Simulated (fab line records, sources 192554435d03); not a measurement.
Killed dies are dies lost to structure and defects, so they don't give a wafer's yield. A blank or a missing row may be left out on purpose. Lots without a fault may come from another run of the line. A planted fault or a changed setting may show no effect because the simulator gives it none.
Split-lot experiment | flow n5_finfet | 7 lots, 39 wafers read, on a route of 1938 steps

THE SPLIT
At N5_PASSIVATION_ETCH_54 (etches SiO2 in CHF3/O2, target depth 880 nm, time 440 s), the setting target_depth_a was moved away from the recipe's 8800 angstrom on 18 of the 39 wafers read, by -55.1% to +31.6%. The other wafers ran this setting at the recipe's value.

The reading is taken at the split's own step.

THE READING
etch.depth_nm (the simulator's own value, which no gauge read), in nm, at N5_PASSIVATION_ETCH_54 (etches SiO2 in CHF3/O2, target depth 880 nm, time 440 s). The file gives no usual value for it. The 21 wafers here that ran the recipe average 877.7 nm, standard deviation 14 nm.

wafer  | tool, chamber at the split | target_depth_a as run, angstrom | against the recipe | etch.depth_nm, nm | against lot-mates on the recipe
L074.1 | rie_diel-06, 3             | 8800                            | recipe             | 889.1             | -
L074.2 | rie_diel-06, 2             | 8800                            | recipe             | 889.1             | -
L074.3 | rie_diel-06, 1             | 3949                            | -55.1%             | 397.4             | -485.6
L074.4 | rie_diel-06, 0             | 8800                            | recipe             | 870.7             | -
L074.5 | rie_diel-06, 0             | 3949                            | -55.1%             | 387.8             | -495.2
L074.6 | rie_diel-06, 3             | 3949                            | -55.1%             | 401.1             | -481.9
L083.1 | rie_diel-03, 1             | 11580                           | +31.6%             | 1157              | +290.1
L083.2 | rie_diel-03, 2             | 8800                            | recipe             | 869.1             | -
L083.3 | rie_diel-03, 3             | 11580                           | +31.6%             | 1161              | +294.1
L083.4 | rie_diel-03, 0             | 11580                           | +31.6%             | 1153              | +286.1
L083.5 | rie_diel-03, 2             | 8800                            | recipe             | 857.8             | -
L083.6 | rie_diel-03, 3             | 8800                            | recipe             | 873.8             | -
L084.1 | rie_diel-06, 1             | 8800                            | recipe             | 884.5             | -
L084.2 | rie_diel-06, 2             | 4366                            | -50.4%             | 443.8             | -446.8
L084.3 | rie_diel-06, 3             | 8800                            | recipe             | 888.6             | -
L084.4 | rie_diel-06, 0             | 4366                            | -50.4%             | 435.8             | -454.8
L084.5 | rie_diel-06, 3             | 8800                            | recipe             | 898.6             | -
L084.6 | rie_diel-06, 2             | 4366                            | -50.4%             | 448.2             | -442.4
L086.1 | rie_diel-04, 0             | 10610                           | +20.6%             | 1039              | +165.8
L086.6 | rie_diel-04, 0             | 10610                           | +20.6%             | 1039              | +165.8
L086.2 | rie_diel-04, 3             | 8800                            | recipe             | 878.2             | -
L086.3 | rie_diel-04, 2             | 8800                            | recipe             | 862.3             | -
L086.4 | rie_diel-04, 1             | 10610                           | +20.6%             | 1049              | +175.8
L086.5 | rie_diel-04, 3             | 8800                            | recipe             | 879.1             | -
L091.1 | rie_diel-06, 3             | 4189                            | -52.4%             | 423.4             | -464.3
L091.2 | rie_diel-06, 1             | 4189                            | -52.4%             | 421.9             | -465.8
L091.3 | rie_diel-06, 2             | 4189                            | -52.4%             | 425.6             | -462.1
L091.4 | rie_diel-06, 2             | 8800                            | recipe             | 893.8             | -
L091.5 | rie_diel-06, 3             | 8800                            | recipe             | 886.7             | -
L091.6 | rie_diel-06, 1             | 8800                            | recipe             | 882.6             | -
L088.1 | rie_diel-04, 2             | 8800                            | recipe             | 881               | -
L088.2 | rie_diel-04, 3             | 8800                            | recipe             | 897.2             | -
L088.3 | rie_diel-04, 1             | 8800                            | recipe             | 882.6             | -
L088.4 | rie_diel-04, 0             | 10670                           | +21.2%             | 1045              | +158.1
L088.5 | rie_diel-04, 0             | 10670                           | +21.2%             | 1054              | +167.1
L088.6 | rie_diel-04, 3             | 10670                           | +21.2%             | 1087              | +200.1
L094.4 | rie_diel-03, 2             | 8800                            | recipe             | 852.1             | -
L094.5 | rie_diel-03, 2             | 8800                            | recipe             | 851.6             | -
L094.6 | rie_diel-03, 3             | 8800                            | recipe             | 863.2             | -

THE FIT
A straight line over all 39 wafers: etch.depth_nm changes by +8.67 nm for each +1% of target_depth_a; r = +1.00; the points scatter about the line by 13 nm.
The same after taking each lot's own level away (the mean of its wafers on the recipe; 39 wafers): +8.83 nm for each +1%; r = +1.00; scatter 9.7 nm.
On that fit, the largest move of target_depth_a shifts the reading by 4.9e+02 nm.
The lots' own levels span 855.63 to 890.57 nm, that is 2.5 times the standard deviation above.
So the lot-to-lot level changes the slope little: the two slopes agree.
Check: with one of the wafers moved furthest among these (-55.1%) left out of the fit, the line predicts -488 nm for it against its lot-mates. It came out at -486 nm against them.

THE WHOLE CHAIN: every reading that the file lists as answering this split, in the file's order
step                    | what it does                                            | reading                                                                       | change (the file's fit)                                                          | r (the file's)
N5_PASSIVATION_ETCH_54  | etches SiO2 in CHF3/O2, target depth 880 nm, time 440 s | PASSIVATION.feature_depth_nm (the simulator's own value, which no gauge read) | +8.84 nm for each +1% of the setting                                             | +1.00
N5_PASSIVATION_ETCH_54  | etches SiO2 in CHF3/O2, target depth 880 nm, time 440 s | etch.depth_nm (the simulator's own value, which no gauge read)                | +8.84 nm for each +1% of the setting                                             | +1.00
N5_PASSIVATION_PROBE_49 |                                                         | defect_limited_yield                                                          | not straight: 0 at the lowest setting, 77.9 at the recipe, 91.4 at the highest   | not given
N5_PASSIVATION_PROBE_49 |                                                         | killed_at_other                                                               | not straight: 1070 at the lowest setting, 5 at the recipe, 5 at the highest      | not given
N5_PASSIVATION_PROBE_49 |                                                         | killed_dies                                                                   | not straight: 1180 at the lowest setting, 261 at the recipe, 102 at the highest  | not given
N5_PASSIVATION_PROBE_49 |                                                         | sort_bin_5_function                                                           | not straight: 95.6 at the lowest setting, 18.4 at the recipe, 4.9 at the highest | not given

THE FILE'S OWN FIT
etch.depth_nm changes by +8.84 nm for each +1% of target_depth_a, r = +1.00.
